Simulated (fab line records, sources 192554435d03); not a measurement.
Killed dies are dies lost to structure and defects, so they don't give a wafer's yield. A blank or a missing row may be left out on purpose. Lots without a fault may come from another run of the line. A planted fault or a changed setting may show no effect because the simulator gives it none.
Which tool did it? | flow n5_finfet | 11 lots, 29 wafers sampled, at 4 steps of a route of 1938

WHAT THE GAUGES READ, wafer by wafer
N5_FIN_SAQP_THK_MEAS_07.
lot  | measured    | on            | thk_nm (nm)
L922 | day 2 17:01 | film_metro-02 | 60.2 59.6 60.1
L926 | day 3 15:18 | film_metro-02 | 60.7 58.6 60.7
L928 | day 4 03:17 | film_metro-01 | 58.9 58.6 61.3
L929 | day 4 09:25 | film_metro-01 | 59.7 61.3 62.4
L930 | day 4 15:03 | film_metro-02 | 82.8
L933 | day 5 11:04 | film_metro-01 | 81.4
L936 | day 6 03:03 | film_metro-01 | 58.7 60.0 59.9
L937 | day 6 10:40 | film_metro-01 | 60.7 62.0 60.3
L938 | day 6 15:29 | film_metro-02 | 58.8 58.7 60.0
L941 | day 7 09:23 | film_metro-02 | 57.6 58.4 59.5
L942 | day 7 18:14 | film_metro-01 | 58.4 59.9 60.3

WHICH TOOL RAN EACH LOT (tool, then ch and the chambers of the sampled wafers, then the start)
lot  | N5_FIN_SAQP_DENSIFY_62          | N5_FIN_SAQP_PECVD_48           | N5_FIN_SAQP_PECVD_06
L922 | rtp_anneal-02 ch 0, day 2 16:31 | pecvd-01 ch 0,1,2, day 2 16:53 | pecvd-01 ch 0,1,2, day 2 16:56
L926 | rtp_anneal-02 ch 0, day 3 14:49 | pecvd-04 ch 0,2, day 3 15:10   | pecvd-04 ch 0,2, day 3 15:13
L928 | rtp_anneal-01 ch 0, day 4 02:46 | pecvd-01 ch 0,1,2, day 4 03:09 | pecvd-01 ch 0,1,2, day 4 03:11
L929 | rtp_anneal-02 ch 0, day 4 08:50 | pecvd-01 ch 0,1, day 4 09:14   | pecvd-01 ch 0,1, day 4 09:17
L930 | rtp_anneal-02 ch 0, day 4 14:32 | pecvd-01 ch 1, day 4 14:53     | pecvd-01 ch 1, day 4 14:58
L933 | rtp_anneal-01 ch 0, day 5 10:32 | pecvd-01 ch 1, day 5 10:56     | pecvd-01 ch 1, day 5 10:59
L936 | rtp_anneal-02 ch 0, day 6 02:36 | pecvd-03 ch 0,1,2, day 6 02:55 | pecvd-03 ch 0,1,2, day 6 02:58
L937 | rtp_anneal-02 ch 0, day 6 10:13 | pecvd-04 ch 0,1, day 6 10:32   | pecvd-04 ch 0,1, day 6 10:34
L938 | rtp_anneal-01 ch 0, day 6 14:56 | pecvd-04 ch 1,2, day 6 15:22   | pecvd-04 ch 1,2, day 6 15:24
L941 | rtp_anneal-01 ch 0, day 7 08:40 | pecvd-04 ch 1,2, day 7 09:01   | pecvd-04 ch 1,2, day 7 09:04
L942 | rtp_anneal-01 ch 0, day 7 17:46 | pecvd-03 ch 0,1,2, day 7 18:07 | pecvd-03 ch 0,1,2, day 7 18:09
- N5_FIN_SAQP_DENSIFY_62: time 60 s.
- N5_FIN_SAQP_PECVD_48: deposits SiNx from SiH4/NH3/N2, target thk 25 nm, time 22.1 s.
- N5_FIN_SAQP_PECVD_06: deposits a-Si from SiH4/He, target thk 60 nm, time 48.1 s.

THE ANSWER, worked out from the rows above alone
Rule: what is usual is taken from the lots themselves. Put in order of their means at a reading, lots are off if they are a third of the lots or fewer, leave a main group of 4 or more, and stand apart from it by a gap of 3 or more times the standard deviation of the main group's means; of several such gaps the widest counts. A main group whose means are all the same, to the digits that the tables above print for the reading, isn't used. A lot without any number at a reading at which 4 lots or more have one is off too. The other lots that the step has rows for count as sound.
Off: L930, L933, at N5_FIN_SAQP_THK_MEAS_07 (thk_nm). The main group: mean 59.8 nm, standard deviation 0.79.
A tool fits if, at a process step before that reading, it ran every lot that is off, and no sound lot after the first of them. The gauges at N5_FIN_SAQP_THK_MEAS_07 are tried like those tools. One fits: pecvd-01 at N5_FIN_SAQP_PECVD_48 and N5_FIN_SAQP_PECVD_06. At N5_FIN_SAQP_PECVD_48 its last sound lot is L929 (day 4 09:14), its first lot that is off L930 (day 4 14:53): a fault that began between those two fits.

WHAT THE SIMULATOR HAD PUT IN
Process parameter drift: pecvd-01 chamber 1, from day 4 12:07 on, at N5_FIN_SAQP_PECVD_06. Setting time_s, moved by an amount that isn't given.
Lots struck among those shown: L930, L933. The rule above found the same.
